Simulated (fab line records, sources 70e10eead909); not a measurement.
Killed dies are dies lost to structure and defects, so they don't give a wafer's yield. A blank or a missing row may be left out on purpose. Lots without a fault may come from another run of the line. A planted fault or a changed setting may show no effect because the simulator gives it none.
Chamber matching | flow nand_harc | NHARC_A_STAIRCASE_DESCUM_291 on rie_diel-03: 4 sister chambers
The step chemistry O2, time 3 s. 4 wafers are shown with their chamber, then 9 later ones without.

WAFERS WITH THEIR CHAMBER
wafer  | chamber | drypump_motor_current_A (A)
L083.6 | 1       | 5.8
L082.5 | 3       | 6.0
L085.1 | 0       | 5.5
L085.6 | 2       | 5.8

WAFERS WITHOUT THEIR CHAMBER
wafer  | drypump_motor_current_A (A)
L088.2 | 5.8
L088.4 | 5.5
L088.5 | 5.8
L090.1 | 5.5
L090.3 | 6.0
L090.5 | 5.8
L096.2 | 5.5
L096.5 | 6.1
L096.6 | 5.7

WHICH CHAMBER EACH WENT THROUGH
wafer  | from the rows above     | in truth
L088.2 | can't be placed: 1 or 2 | 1
L088.4 | 0                       | 0
L088.5 | can't be placed: 1 or 2 | 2
L090.1 | 0                       | 0
L090.3 | 3                       | 3
L090.5 | can't be placed: 1 or 2 | 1
L096.2 | 0                       | 0
L096.5 | 3                       | 3
L096.6 | can't be placed: 1 or 2 | 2
Placed correctly: 5 of 9. Can't be placed from these rows: 4 (the true chamber is among the candidates in 4). Placed wrongly: 0.
How it was worked out, from the rows above alone: a wafer's distance from a chamber is the root of the sum, over the readings, of the square of ((its reading less the chamber's mean) divided by the reading's scatter). The wafer belongs to the nearest chamber; if the next one is less than 2 further off, it can't be placed. A chamber's mean is the mean of its shown wafers. The scatter: with one shown wafer a chamber, the root of the mean of the squares of how far each hidden wafer lies from its nearest shown one.
